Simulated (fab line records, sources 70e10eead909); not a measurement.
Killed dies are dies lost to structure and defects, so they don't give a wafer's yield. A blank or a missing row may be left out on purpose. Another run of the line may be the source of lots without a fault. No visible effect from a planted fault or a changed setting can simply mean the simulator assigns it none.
2 desks, one fault :: flow nand-harc :: each desk has only its own numbers; what lay behind them comes last

## METROLOGY DESK
Means of the sampled wafers that have a number, per lot and without regard to the tool the lot ran on: this is what the gauges read. A lot is out of limits, marked OUT, if its mean lies more than 4 standard deviations from the usual mean; the brackets give that distance.
Columns: A = cd-nm at NHARC_P_GATE_CD_MEAS_91, usual 1999.0 nm
lot: L209
first seen here: day 6 08:37
A: 1999.2

lot: L210
first seen here: day 6 23:01
A: 2001.0

lot: L214
first seen here: day 8 09:39
A: 1999.4

lot: L217
first seen here: day 10 00:22
A: 1998.1

lot: L218
first seen here: day 10 04:32
A: 2001.5

lot: L219
first seen here: day 10 15:08
A: 1999.5

lot: L224
first seen here: day 13 01:08
A: 1997.7

lot: L225
first seen here: day 13 05:56
A: 2000.0

lot: L227
first seen here: day 14 03:40
A: 1999.0

lot: L228
first seen here: day 14 14:16
A: 1999.2

lot: L229
first seen here: day 14 23:17
A: 1999.0

lot: L230
first seen here: day 15 05:50
A: 1999.6
Result from this desk: across the 12 lots, nothing is out of limits.

## TOOL OWNER'S DESK, rie-diel-09
The tool's own readings at NHARC_P_GATE_DESCUM_61 (chemistry O2, time 3 s): means of the sampled wafers that have a number, for each lot that ran on this tool. A lot is out of limits, marked OUT, if its mean lies more than 4 standard deviations from the usual mean; the brackets give that distance.
Columns: A = drypump-motor-current-A at NHARC_P_GATE_DESCUM_61, usual 5.7 A; B = oes-product-au at NHARC_P_GATE_DESCUM_61, usual 0.997 a.u.; C = rf-vpp-V at NHARC_P_GATE_DESCUM_61, usual 57.7 V; D = run-length-s at NHARC_P_GATE_DESCUM_61, usual 23.9 s; E = showerhead-plenum-p-Torr at NHARC_P_GATE_DESCUM_61, usual 1.88 Torr; F = throttle-valve-pct at NHARC_P_GATE_DESCUM_61, usual 11.312 %
lot: L209
first seen here: day 6 07:05
A: 5.5
B: 1.002
C: 58.3
D: 24.3
E: 1.88
F: 11.312

lot: L217
first seen here: day 9 22:42
A: 5.5
B: 1.000
C: 56.4
D: 23.1
E: 1.87
F: 11.311

lot: L218
first seen here: day 10 03:06
A: 5.5
B: 1.002
C: 57.5
D: 22.1 (-5.6) OUT
E: 1.91
F: 11.316

lot: L219
first seen here: day 10 13:45
A: 5.2
B: 0.994
C: 57.5
D: 23.0
E: 1.85
F: 11.317

lot: L224
first seen here: day 12 23:37
A: 5.6
B: 1.002
C: 58.2
D: 24.0
E: 1.88
F: 11.323

lot: L229
first seen here: day 14 21:52
A: 5.7
B: 0.993
C: 57.9
D: 24.2
E: 1.92
F: 11.313
This desk's finding: out of limits on L218; first on L218, day 10 03:06 (run-length-s at NHARC_P_GATE_DESCUM_61). In limits: L209, L217, L219, L224, L229.

## ALL TOGETHER
At day 10 03:06, on L218, the tool owner's desk was in a position to raise an alarm.
At the metrology desk, nothing out of limits was observed.
The metrology desk holds a record of L218, inside its limits.
NHARC_P_GATE_DESCUM_61 was run on rie-diel-09 by each of the lots named.

## WHAT THE SIMULATOR HAD PUT IN
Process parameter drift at NHARC_P_GATE_DESCUM_61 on rie-diel-09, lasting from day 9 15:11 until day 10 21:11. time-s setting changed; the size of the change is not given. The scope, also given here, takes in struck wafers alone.
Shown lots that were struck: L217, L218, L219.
Time in hours from fault onset to the first out-of-limits reading at each desk: the tool owner's desk, 12.
